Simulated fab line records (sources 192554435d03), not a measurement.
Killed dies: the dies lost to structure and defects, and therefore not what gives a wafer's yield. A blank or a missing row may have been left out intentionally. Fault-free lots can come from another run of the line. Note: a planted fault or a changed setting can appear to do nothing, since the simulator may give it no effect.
Chamber matching || flow n5 finfet || N5_BEOL_M5_DESCUM_33 on rie diel-02: 4 sister chambers
The step chemistry O2, time 7 s. 4 wafers are shown with their chamber, then 9 later ones without.

## WAFERS WITH THEIR CHAMBER
{"wafer": "L086.2", "chamber": 3, "showerhead plenum p Torr (Torr)": 2.06}
{"wafer": "L086.6", "chamber": 1, "showerhead plenum p Torr (Torr)": 2.02}
{"wafer": "L087.3", "chamber": 2, "showerhead plenum p Torr (Torr)": 2.17}
{"wafer": "L087.5", "chamber": 0, "showerhead plenum p Torr (Torr)": 2.07}

## WAFERS WHOSE CHAMBER IS MISSING
{"wafer": "L091.3", "showerhead plenum p Torr (Torr)": 2.07}
{"wafer": "L091.4", "showerhead plenum p Torr (Torr)": 2.07}
{"wafer": "L091.6", "showerhead plenum p Torr (Torr)": 2.02}
{"wafer": "L093.4", "showerhead plenum p Torr (Torr)": 2.02}
{"wafer": "L093.5", "showerhead plenum p Torr (Torr)": 2.07}
{"wafer": "L093.6", "showerhead plenum p Torr (Torr)": 2.17}
{"wafer": "L097.1", "showerhead plenum p Torr (Torr)": 2.06}
{"wafer": "L097.3", "showerhead plenum p Torr (Torr)": 2.01}
{"wafer": "L097.5", "showerhead plenum p Torr (Torr)": 2.16}

## CHAMBER TAKEN BY EACH
{"wafer": "L091.3", "from the rows above": 0, "in truth": 0}
{"wafer": "L091.4", "from the rows above": 0, "in truth": 0}
{"wafer": "L091.6", "from the rows above": 1, "in truth": 1}
{"wafer": "L093.4", "from the rows above": 1, "in truth": 1}
{"wafer": "L093.5", "from the rows above": 0, "in truth": 0}
{"wafer": "L093.6", "from the rows above": 2, "in truth": 2}
{"wafer": "L097.1", "from the rows above": 3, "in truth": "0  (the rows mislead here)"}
{"wafer": "L097.3", "from the rows above": 1, "in truth": 1}
{"wafer": "L097.5", "from the rows above": 2, "in truth": 2}
Placed correctly: 8 of 9. Not placeable from these rows: 0. Number placed wrongly: 1.
How it was worked out, from the rows above alone: a wafer's distance from a chamber is the root of the sum, over the readings, of the square of ((its reading less the chamber's mean) divided by the reading's scatter). The wafer belongs to the nearest chamber; if the next one is less than 2 further off, it can't be placed. The mean given for a chamber averages the wafers shown for that chamber. The scatter: with one shown wafer a chamber, the root of the mean of the squares of how far each hidden wafer lies from its nearest shown one.
